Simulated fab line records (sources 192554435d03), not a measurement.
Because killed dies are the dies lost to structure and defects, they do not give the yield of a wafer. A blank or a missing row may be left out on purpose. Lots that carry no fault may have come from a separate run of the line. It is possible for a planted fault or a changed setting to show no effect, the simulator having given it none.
fab line records	flow n5Finfet	part 1 of 2: steps 1 to 22 of 30
record lots=5	wafers=15	lastDay=18
route steps=1938 shown DUMMY_REMOVAL@382 HKMG_FIN@385
lots with no fault: from the same line, run without faults
startH: the number of hours between the record's first day and the start of the first shown wafer of the lot	waitH: hours elapsed since this lot's preceding step	" identical to the entry in the row above	L1.1+2: a single row standing in for several wafers	- no value, or no start was given	* or withheld: withheld	< > ~ a bound
route shown NAME@n: a module of which the file shows steps, and the number in the route of the first	usual: the fault-free wafers' mean and standard deviation	same: alike in all rows	chamber/n: place in a boat	sites: the reading at each site	_std_site: the values' standard deviation	_edge_site: inner sites' mean taken away from outer sites' mean	radiusMm: for every site, how far away it sits from the centre of the wafer	mask NAME#n: copy n	behind: tool/chamber where the wafer was last shaped	hold: cause of the lot's hold/its duration in hours/its outcome	device: the transistor (n, p or np) that didn't switch	end of line: tests run on the same wafers once the route is complete	for a step that has no rows: nothing shown but its recipe	killed: count of dies lost to structure and defects at first sort (not the wafer's yield)	map: the dies of a wafer, with x for killed, . for not killed, _ for no die there
set.NAME: the setting the step ran with; set.NAME@STEP: the setting that earlier step ran with	model.NAME: the simulator's own value behind a step, which no gauge read
a table for each step, a row for each wafer; lots at some steps of the route
services: from which hour (startH, from the record's first day; less than 0 if before it) a tool's chamber was out of use, for how many hours, and why
## steps
# step N5_DUMMY_REMOVAL_PRECLEAN_08
# recipe chemistry=NF3:NH3	afsCycles=2	tempC=30	timeS=20	sublimationTempC=180	sublimationTimeS=60	pressureTorr=3	rfPowerW=30
lot.wafer	tool	chamber	startH	waitH
L077.2+3+4	remotePlasma-01	0	85.47	0.1
L093.1+2+5	remotePlasma-02	0	186.66	0.0
L094.2+3+5	remotePlasma-01	0	189.84	0.1
L096.3+4+6	remotePlasma-01	1	202.04	0.1
L097.2+3+5	remotePlasma-01	1	209.55	0.1
# step N5_DUMMY_REMOVAL_PRECLEAN_04
# recipe chemistry=DHF	timeS=37	tempC=25	dilution=500:1
lot.wafer	tool	chamber	startH	waitH
L077.2+3+4	wetBench-06	6,0,4	85.65	0.2
L093.1+2+5	wetBench-06	3,2,0	186.87	0.2
L094.2+3+5	wetBench-01	2,6,0	190.02	0.2
L096.3+4+6	wetBench-03	6,2,1	202.19	0.1
L097.2+3+5	wetBench-06	5,0,6	209.78	0.2
# step N5_DUMMY_REMOVAL_SRD_05
# recipe dry=ipaMarangoni	doPpb=5	timeS=30	tempC=23	rinseLiquid=diw
lot.wafer	tool	chamber	startH	waitH
L077.2+3+4	wetBench-06	6,0,4	85.66	0.0
L093.1+2+5	wetBench-06	3,2,0	186.88	0.0
L094.2+3+5	wetBench-01	2,6,0	190.04	0.0
L096.3+4+6	wetBench-03	6,2,1	202.20	0.0
L097.2+3+5	wetBench-06	5,0,6	209.79	0.0
# step N5_HKMG_FIN_IL_REGROW_00
# recipe material=SiO2	targetThkA=7.5	chemistry=O3	tempC=withheld	timeS=30
lot.wafer	tool	chamber	startH	waitH
L077.2+3+4	aldHk-02	0,2,1	85.71	0.0
L093.1+2+5	aldHk-02	3,0,3	186.93	0.0
L094.2+3+5	aldHk-02	2,3,3	190.08	0.0
L096.3+4+6	aldHk-01	1,0,3	202.25	0.0
L097.2+3+5	aldHk-01	0,3,0	209.84	0.0
# step N5_HKMG_FIN_HK_ALD_01
# recipe material=HfO2	targetThkA=16	tempC=withheld	aldPrecursorFamily=HfCl4	aldCoReactant=H2O	pulseTimeS=3	purgeTimeS=3	coReactantPurgeTimeS=2.5	coReactantPulseTimeS=0.3	aldCycles=30
# usual precursorPulseHeightRel=0.999/0.02
# same pulseTimeS=3
lot.wafer	tool	chamber	startH	waitH	precursorPulseHeightRel
L077.2	aldHk-02	0	85.76	0.0	0.984
L077.3	"	2	"	"	0.994
L077.4	"	1	"	"	0.988
L093.1	aldHk-02	3	186.98	0.0	0.997
L093.2	"	0	"	"	1.008
L093.5	"	3	"	"	0.994
L094.2	aldHk-02	2	190.13	0.0	1.008
L094.3	"	3	"	"	0.992
L094.5	"	3	"	"	1.011
L096.3	aldHk-01	1	202.30	0.0	0.992
L096.4	"	0	"	"	0.984
L096.6	"	3	"	"	1.004
L097.2	aldHk-01	0	209.89	0.0	1.014
L097.3	"	3	"	"	1.014
L097.5	"	0	"	"	1.050
# step N5_HKMG_FIN_HK_ANNEAL_02
# recipe tempC=700	timeS=30	ambient=N2	idleTempC=600	rampUpCPerS=150	rampDownCPerS=60	coolToC=600
# usual lampPowerPct=8.80/0.054	wafer_temp_C_max=702.9/0.66
lot.wafer	tool	chamber	startH	waitH	lampPowerPct	wafer_temp_C_max
L077.2	rtpAnneal-01	0	85.97	0.1	8.87	703.4
L077.3	"	0	"	"	8.77	703.8
L077.4	"	0	"	"	8.82	702.3
L093.1	rtpAnneal-01	0	187.16	0.1	8.76	703.7
L093.2	"	0	"	"	8.85	704.5
L093.5	"	0	"	"	8.74	703.2
L094.2	rtpAnneal-01	0	190.51	0.3	8.84	702.9
L094.3	"	0	"	"	8.80	703.4
L094.5	"	0	"	"	8.86	703.3
L096.3	rtpAnneal-02	0	202.64	0.3	8.77	702.6
L096.4	"	0	"	"	8.83	701.9
L096.6	"	0	"	"	8.76	703.8
L097.2	rtpAnneal-02	0	210.10	0.1	8.83	703.7
L097.3	"	0	"	"	8.79	703.5
L097.5	"	0	"	"	8.76	702.8
# step N5_HKMG_FIN_ALD_74
# recipe material=La2O3	targetThkA=5	tempC=250	aldPrecursorFamily=La-Cp	aldCoReactant=O3	pulseTimeS=6	coReactantPulseTimeS=1	purgeTimeS=3	coReactantPurgeTimeS=3
# usual heaterPowerW=369/29	precursorPulseHeightRel=1.000/0.02
# same pulseTimeS=6
lot.wafer	tool	chamber	startH	waitH	heaterPowerW	precursorPulseHeightRel
L077.2	aldHk-03	0	86.16	0.2	364	1.000
L077.3	"	3	"	"	376	1.005
L077.4	"	2	"	"	406	1.003
L093.1	aldHk-01	2	187.38	0.2	325	0.969
L093.2	"	1	"	"	324	1.032
L093.5	"	3	"	"	410	0.979
L094.2	aldHk-03	3	190.69	0.2	373	0.990
L094.3	"	2	"	"	400	0.979
L094.5	"	0	"	"	366	0.999
L096.3	aldHk-02	0	202.79	0.1	364	1.028
L096.4	"	3	"	"	384	1.029
L096.6	"	1	"	"	343	1.017
L097.2	aldHk-02	1	210.29	0.2	341	0.980
L097.3	"	0	"	"	372	1.029
L097.5	"	0	"	"	353	0.959
# step N5_HKMG_FIN_ALD_75
# recipe material=Al2O3	targetThkA=10	tempC=150	aldPrecursorFamily=TMA	aldCoReactant=H2O	pulseTimeS=withheld	coReactantPulseTimeS=1
# usual heaterPowerW=159/12	precursorPulseHeightRel=1.000/0.02
lot.wafer	tool	chamber	startH	waitH	heaterPowerW	precursorPulseHeightRel
L077.2	aldHk-03	0	86.24	0.0	160	0.995
L077.3	"	3	"	"	159	1.014
L077.4	"	2	"	"	175	0.993
L093.1	aldHk-01	2	187.45	0.0	143	1.003
L093.2	"	1	"	"	146	0.994
L093.5	"	3	"	"	177	1.012
L094.2	aldHk-03	3	190.77	0.0	159	0.989
L094.3	"	2	"	"	172	0.957
L094.5	"	0	"	"	159	1.034
L096.3	aldHk-02	0	202.87	0.0	156	1.006
L096.4	"	3	"	"	162	1.013
L096.6	"	1	"	"	151	1.003
L097.2	aldHk-02	1	210.37	0.0	147	1.018
L097.3	"	0	"	"	154	0.966
L097.5	"	0	"	"	156	0.958
# step N5_HKMG_FIN_COAT_41
# recipe resist=SOC	tempC=250	timeS=60	spinRpm=1500	resistThkNm=300
# usual chillPlateTempC=23.00/0.095	dispensePressureKPa=47/3.2
lot.wafer	tool	chamber	startH	waitH	chillPlateTempC	dispensePressureKPa
L077.2	lithoTrack-02	0	86.33	-	23.08	42
L077.3	"	0	"	"	23.03	42
L077.4	"	0	"	"	23.09	42
L093.1	lithoTrack-02	0	187.55	-	22.99	42
L093.2	"	0	"	"	23.02	42
L093.5	"	0	"	"	23.04	42
L094.2	lithoTrack-05	0	190.87	-	22.83	50
L094.3	"	0	"	"	22.81	50
L094.5	"	0	"	"	23.10	50
L096.3	lithoTrack-01	0	202.97	-	22.84	48
L096.4	"	0	"	"	22.88	48
L096.6	"	0	"	"	22.89	48
L097.2	lithoTrack-01	0	210.46	-	22.95	48
L097.3	"	0	"	"	22.96	48
L097.5	"	0	"	"	23.06	48
# step N5_HKMG_FIN_COAT_42
# recipe resist=SiARC	tempC=220	timeS=60	spinRpm=1500	resistThkNm=35
# usual chillPlateTempC=22.97/0.11	dispensePressureKPa=47/3.2
lot.wafer	tool	chamber	startH	waitH	chillPlateTempC	dispensePressureKPa
L077.2	lithoTrack-02	0	-	-	23.02	42
L077.3	"	0	"	"	23.11	42
L077.4	"	0	"	"	23.03	42
L093.1	lithoTrack-02	0	-	-	22.99	42
L093.2	"	0	"	"	23.05	42
L093.5	"	0	"	"	23.09	42
L094.2	lithoTrack-05	0	-	-	23.24	50
L094.3	"	0	"	"	22.87	50
L094.5	"	0	"	"	22.86	50
L096.3	lithoTrack-01	0	-	-	22.90	48
L096.4	"	0	"	"	23.01	48
L096.6	"	0	"	"	23.00	48
L097.2	lithoTrack-01	0	-	-	23.02	48
L097.3	"	0	"	"	23.10	48
L097.5	"	0	"	"	23.07	48
# step N5_HKMG_FIN_COAT_43
# recipe resist=CAR-ArF	spinRpm=1500	resistThkNm=90
# usual chillPlateTempC=22.98/0.1	dispensePressureKPa=47/3.2
lot.wafer	tool	chamber	startH	waitH	chillPlateTempC	dispensePressureKPa
L077.2	lithoTrack-02	0	-	-	22.83	42
L077.3	"	0	"	"	23.03	42
L077.4	"	0	"	"	23.05	42
L093.1	lithoTrack-02	0	-	-	22.98	42
L093.2	"	0	"	"	22.95	42
L093.5	"	0	"	"	23.00	42
L094.2	lithoTrack-05	0	-	-	22.92	50
L094.3	"	0	"	"	22.99	50
L094.5	"	0	"	"	22.97	50
L096.3	lithoTrack-01	0	-	-	23.12	48
L096.4	"	0	"	"	23.17	48
L096.6	"	0	"	"	23.12	48
L097.2	lithoTrack-01	0	-	-	22.95	48
L097.3	"	0	"	"	22.94	48
L097.5	"	0	"	"	22.98	48
# step N5_HKMG_FIN_EBR_45
# recipe solvent=PGMEA	ebrWidthMm=1.5
# usual chillPlateTempC=23.01/0.11
lot.wafer	tool	chamber	startH	waitH	chillPlateTempC
L077.2	lithoTrack-02	0	-	-	22.96
L077.3	"	0	"	"	23.15
L077.4	"	0	"	"	23.07
L093.1	lithoTrack-02	0	-	-	22.92
L093.2	"	0	"	"	22.97
L093.5	"	0	"	"	22.96
L094.2	lithoTrack-05	0	-	-	23.11
L094.3	"	0	"	"	23.12
L094.5	"	0	"	"	23.07
L096.3	lithoTrack-01	0	-	-	23.21
L096.4	"	0	"	"	23.00
L096.6	"	0	"	"	23.15
L097.2	lithoTrack-01	0	-	-	23.18
L097.3	"	0	"	"	23.00
L097.5	"	0	"	"	23.03
# step N5_HKMG_FIN_SOFTBAKE_44
# recipe tempC=110	timeS=60	resist=CAR-ArF
# usual chillPlateTempC=23.01/0.1
lot.wafer	tool	chamber	startH	waitH	chillPlateTempC
L077.2	lithoTrack-02	0	-	-	23.00
L077.3	"	0	"	"	22.98
L077.4	"	0	"	"	22.81
L093.1	lithoTrack-02	0	-	-	23.08
L093.2	"	0	"	"	23.16
L093.5	"	0	"	"	23.04
L094.2	lithoTrack-05	0	-	-	22.96
L094.3	"	0	"	"	23.03
L094.5	"	0	"	"	22.91
L096.3	lithoTrack-01	0	-	-	23.18
L096.4	"	0	"	"	23.16
L096.6	"	0	"	"	23.10
L097.2	lithoTrack-01	0	-	-	23.12
L097.3	"	0	"	"	22.88
L097.5	"	0	"	"	23.01
# step N5_HKMG_FIN_EXPOSE_46
# recipe maskId=NDIPOLE	na=1.35	sourceShape=conventional	sigmaOuter=0.8	polarization=unpolarized	doseMj=40
# usual exposureDoseMJCm2=39.98/0.039
# same na=1.35
lot.wafer	tool	chamber	startH	waitH	mask	exposureDoseMJCm2
L077.2	arfiScanner-03	0	86.58	-	NDIPOLE#0	40.00
L077.3	"	0	"	"	NDIPOLE#0	40.00
L077.4	"	0	"	"	NDIPOLE#0	40.02
L093.1	arfiScanner-01	0	187.80	-	NDIPOLE#0	39.95
L093.2	"	0	"	"	NDIPOLE#0	39.94
L093.5	"	0	"	"	NDIPOLE#0	39.92
L094.2	arfiScanner-01	0	190.99	-	NDIPOLE#0	39.97
L094.3	"	0	"	"	NDIPOLE#0	39.93
L094.5	"	0	"	"	NDIPOLE#0	40.02
L096.3	arfiScanner-01	0	203.10	-	NDIPOLE#0	39.95
L096.4	"	0	"	"	NDIPOLE#0	40.00
L096.6	"	0	"	"	NDIPOLE#0	40.05
L097.2	arfiScanner-03	0	210.71	-	NDIPOLE#0	40.05
L097.3	"	0	"	"	NDIPOLE#0	39.99
L097.5	"	0	"	"	NDIPOLE#0	40.02
# step N5_HKMG_FIN_PEB_47
# recipe pebTempC=withheld	pebTimeS=60	resist=CAR-ArF
# usual chillPlateTempC=23.03/0.11
lot.wafer	tool	chamber	startH	waitH	chillPlateTempC
L077.2	lithoTrack-02	0	86.64	0.0	22.94
L077.3	"	0	"	"	22.97
L077.4	"	0	"	"	23.13
L093.1	lithoTrack-01	0	187.85	0.1	23.11
L093.2	"	0	"	"	23.09
L093.5	"	0	"	"	23.06
L094.2	lithoTrack-02	0	191.04	0.0	22.96
L094.3	"	0	"	"	22.96
L094.5	"	0	"	"	22.86
L096.3	lithoTrack-01	0	203.15	0.0	23.03
L096.4	"	0	"	"	22.80
L096.6	"	0	"	"	23.04
L097.2	lithoTrack-01	0	210.77	0.0	23.04
L097.3	"	0	"	"	22.95
L097.5	"	0	"	"	23.06
# step N5_HKMG_FIN_DEVELOP_48
# recipe developTimeS=30	developer=TMAH	resist=CAR-ArF	rinseLiquid=diw	dry=airSpin	devTempC=23
# usual chillPlateTempC=23.01/0.097
lot.wafer	tool	chamber	startH	waitH	chillPlateTempC
L077.2	lithoTrack-02	0	-	-	22.95
L077.3	"	0	"	"	23.13
L077.4	"	0	"	"	22.97
L093.1	lithoTrack-01	0	-	-	23.16
L093.2	"	0	"	"	23.08
L093.5	"	0	"	"	23.01
L094.2	lithoTrack-02	0	-	-	23.11
L094.3	"	0	"	"	23.18
L094.5	"	0	"	"	23.04
L096.3	lithoTrack-01	0	-	-	23.04
L096.4	"	0	"	"	23.04
L096.6	"	0	"	"	23.08
L097.2	lithoTrack-01	0	-	-	23.07
L097.3	"	0	"	"	22.82
L097.5	"	0	"	"	22.98
# step N5_HKMG_FIN_CD_MEAS_49
# recipe targetCdNm=202	landingEnergyEv=500	detector=seInlens	polarity=opening
# usual cdNm=202.0/0.64
lot.wafer	tool	chamber	startH	waitH	cdNm
L077.2	cdSem-02	0	86.70	-	202.5
L077.3	"	0	"	"	202.0
L077.4	"	0	"	"	202.3
L093.1	cdSem-01	0	187.92	-	202.5
L093.2	"	0	"	"	201.1
L093.5	"	0	"	"	202.4
L094.2	cdSem-03	0	191.11	-	202.5
L094.3	"	0	"	"	202.7
L094.5	"	0	"	"	202.3
L096.3	cdSem-03	0	203.22	-	201.4
L096.4	"	0	"	"	201.7
L096.6	"	0	"	"	201.2
L097.2	cdSem-02	0	210.83	-	201.9
L097.3	"	0	"	"	201.9
L097.5	"	0	"	"	201.5
# step N5_HKMG_FIN_OVL_MEAS_50
# recipe pointsPerWafer=44
# usual NDIPOLE_OVL=-0.3/0.71
lot.wafer	tool	chamber	startH	waitH	NDIPOLE_OVL[nm]
L077.2	overlay-02	0	86.73	0.0	-0.8
L077.3	"	0	"	"	0.0
L077.4	"	0	"	"	1.1
L093.1	overlay-02	0	187.95	0.0	-0.8
L093.2	"	0	"	"	-0.5
L093.5	"	0	"	"	-0.1
L094.2	overlay-02	0	191.14	0.0	-0.4
L094.3	"	0	"	"	-1.2
L094.5	"	0	"	"	-0.2
L096.3	overlay-01	0	203.24	0.0	-0.1
L096.4	"	0	"	"	-0.5
L096.6	"	0	"	"	0.3
L097.2	overlay-01	0	210.86	0.0	-0.9
L097.3	"	0	"	"	-0.4
L097.5	"	0	"	"	-0.7
# step N5_HKMG_FIN_INSPECT_61
# recipe mode=adi	inspectInstrument=macro
# usual rawDefectCount=2.0/1.3
lot.wafer	tool	chamber	startH	waitH	rawDefectCount
L077.2	defectInspect-01	-	86.76	0.0	3
L077.3	"	-	"	"	1
L077.4	"	-	"	"	1
L093.1	defectInspect-01	-	187.97	0.0	1
L093.2	"	-	"	"	2
L093.5	"	-	"	"	3
L094.2	defectInspect-02	-	191.16	0.0	3
L094.3	"	-	"	"	1
L094.5	"	-	"	"	2
L096.3	defectInspect-01	-	203.27	0.0	2
L096.4	"	-	"	"	5
L096.6	"	-	"	"	3
L097.2	defectInspect-01	-	210.89	0.0	2
L097.3	"	-	"	"	4
L097.5	"	-	"	"	3
# step N5_HKMG_FIN_DESCUM_53
# recipe chemistry=O2	timeS=7.9	sourcePowerW=50	biasPowerW=20	pressureMtorr=20	rfFrequencyHz=2.712e+07	tempC=40	resist=CAR-ArF	o2FlowSccm=225
# usual drypumpMotorCurrentA=5.7/0.38	o2FlowSccm=225.0/0.68	oesProductAu=0.80/0.085	rfVppV=243.2/1.5	showerheadPlenumPTorr=2.10/0.077	throttleValvePct=20.45/0.25
lot.wafer	tool	chamber	startH	waitH	drypumpMotorCurrentA	o2FlowSccm	oesProductAu	rfHoursCounterH	rfVppV	showerheadPlenumPTorr	throttleValvePct
L077.2	rieDiel-04	1	86.97	0.2	6.2	224.8	0.89	18	243.5	2.22	20.27
L077.3	"	0	"	"	5.5	225.6	0.90	39	242.8	2.05	20.04
L077.4	"	3	"	"	5.6	224.6	0.92	7	246.8	2.23	20.44
L093.1	rieDiel-03	1	188.01	0.0	6.4	225.0	0.94	12	241.7	2.05	20.00
L093.2	"	0	"	"	5.1	225.6	0.97	2	242.5	2.05	20.22
L093.5	"	3	"	"	5.9	225.0	0.76	-	243.1	2.00	20.60
L094.2	rieDiel-04	0	191.20	0.0	5.4	224.3	0.84	77	242.9	2.04	20.12
L094.3	"	2	"	"	5.6	224.9	0.74	183	243.6	2.15	20.77
L094.5	"	0	"	"	5.5	224.8	0.85	-	242.8	2.04	20.12
L096.3	rieDiel-04	1	203.30	0.0	6.2	225.2	0.85	45	243.7	2.21	20.32
L096.4	"	3	"	"	5.6	225.1	0.83	50	244.8	2.22	20.53
L096.6	"	2	"	"	5.6	224.4	0.74	-	244.5	2.15	20.77
L097.2	rieDiel-03	2	210.92	0.0	5.5	225.7	0.76	159	243.7	2.19	20.88
L097.3	"	3	"	"	6.0	225.8	0.76	175	241.2	2.00	20.61
L097.5	"	0	"	"	5.1	225.4	0.94	-	243.0	2.04	20.23
# step N5_HKMG_FIN_ETCH_54
# recipe chemistry=CF4	target=SiARC	targetDepthA=455	maskMaterial=CAR-ArF	timeS=75.8	ionEnergyEv=80	pressureMtorr=40	sourceW=545	biasW=36	Ar_flow_sccm=100	cf4FlowSccm=100	ends=cleared
# usual drypumpMotorCurrentA=5.7/0.38	etchRfOnTimeS=75.6/1.3	oesProductAu=0.68/0.072	rfVppV=184.1/1.1	showerheadPlenumPTorr=2.16/0.076	throttleValvePct=15.63/0.26
lot.wafer	tool	chamber	startH	waitH	drypumpMotorCurrentA	etchRfOnTimeS	oesProductAu	rfHoursCounterH	rfVppV	showerheadPlenumPTorr	throttleValvePct
L077.2	rieDiel-04	1	87.01	0.0	6.1	76.9	0.76	18	185.0	2.28	15.48
L077.3	"	0	"	"	5.4	74.0	0.77	39	184.2	2.10	15.22
L077.4	"	3	"	"	5.7	76.3	0.78	7	184.5	2.28	15.58
L093.1	rieDiel-03	1	188.04	0.0	6.3	75.5	0.80	12	182.4	2.10	15.18
L093.2	"	0	"	"	5.1	75.4	0.82	2	183.0	2.10	15.42
L093.5	"	3	"	"	5.9	74.8	0.65	-	182.6	2.06	15.83
L094.2	rieDiel-04	0	191.23	0.0	5.5	74.0	0.72	77	182.7	2.09	15.29
L094.3	"	2	"	"	5.6	76.9	0.63	183	183.6	2.21	16.04
L094.5	"	0	"	"	5.5	73.7	0.72	-	182.3	2.09	15.28
L096.3	rieDiel-04	1	203.34	0.0	6.2	76.4	0.72	45	184.5	2.27	15.52
L096.4	"	3	"	"	5.7	76.7	0.70	50	185.2	2.27	15.67
L096.6	"	2	"	"	5.6	77.1	0.63	-	183.9	2.21	16.04
L097.2	rieDiel-03	2	210.95	0.0	5.5	74.6	0.65	159	185.1	2.22	15.97
L097.3	"	3	"	"	5.9	74.5	0.65	175	182.9	2.06	15.86
L097.5	"	0	"	"	5.1	73.8	0.79	-	184.9	2.10	15.41
# step N5_HKMG_FIN_ETCH_55
# recipe chemistry=N2/H2	target=SOC	targetDepthA=2400	tempC=40	timeS=300	ionEnergyEv=200	maskMaterial=SiARC	pressureMtorr=30	sourceW=840	biasW=150	n2FlowSccm=200	h2FlowSccm=200
# usual drypumpMotorCurrentA=5.7/0.38	oesProductAu=0.80/0.083	rfVppV=524.4/2.7	showerheadPlenumPTorr=2.56/0.093	throttleValvePct=17.86/0.24
lot.wafer	tool	chamber	startH	waitH	drypumpMotorCurrentA	oesProductAu	rfHoursCounterH	rfVppV	showerheadPlenumPTorr	throttleValvePct
L077.2	rieDiel-04	1	87.06	0.0	6.2	0.88	18	529.7	2.71	17.83
L077.3	"	0	"	"	5.5	0.90	39	521.3	2.48	17.44
L077.4	"	3	"	"	5.6	0.92	7	528.9	2.70	17.75
L093.1	rieDiel-03	1	188.10	0.0	6.4	0.93	12	524.0	2.50	17.45
L093.2	"	0	"	"	5.1	0.96	3	522.5	2.50	17.70
L093.5	"	3	"	"	5.9	0.76	-	521.4	2.44	18.14
L094.2	rieDiel-04	0	191.29	0.0	5.5	0.85	77	522.7	2.47	17.49
L094.3	"	2	"	"	5.6	0.74	183	526.7	2.63	18.19
L094.5	"	0	"	"	5.5	0.85	-	522.4	2.47	17.49
L096.3	rieDiel-04	1	203.39	0.0	6.2	0.85	46	527.8	2.70	17.87
L096.4	"	3	"	"	5.6	0.83	50	528.2	2.68	17.81
L096.6	"	2	"	"	5.6	0.75	-	525.3	2.62	18.20
L097.2	rieDiel-03	2	211.01	0.0	5.5	0.75	159	526.9	2.65	18.14
L097.3	"	3	"	"	5.9	0.75	175	520.8	2.43	18.17
L097.5	"	0	"	"	5.1	0.93	-	520.3	2.50	17.72
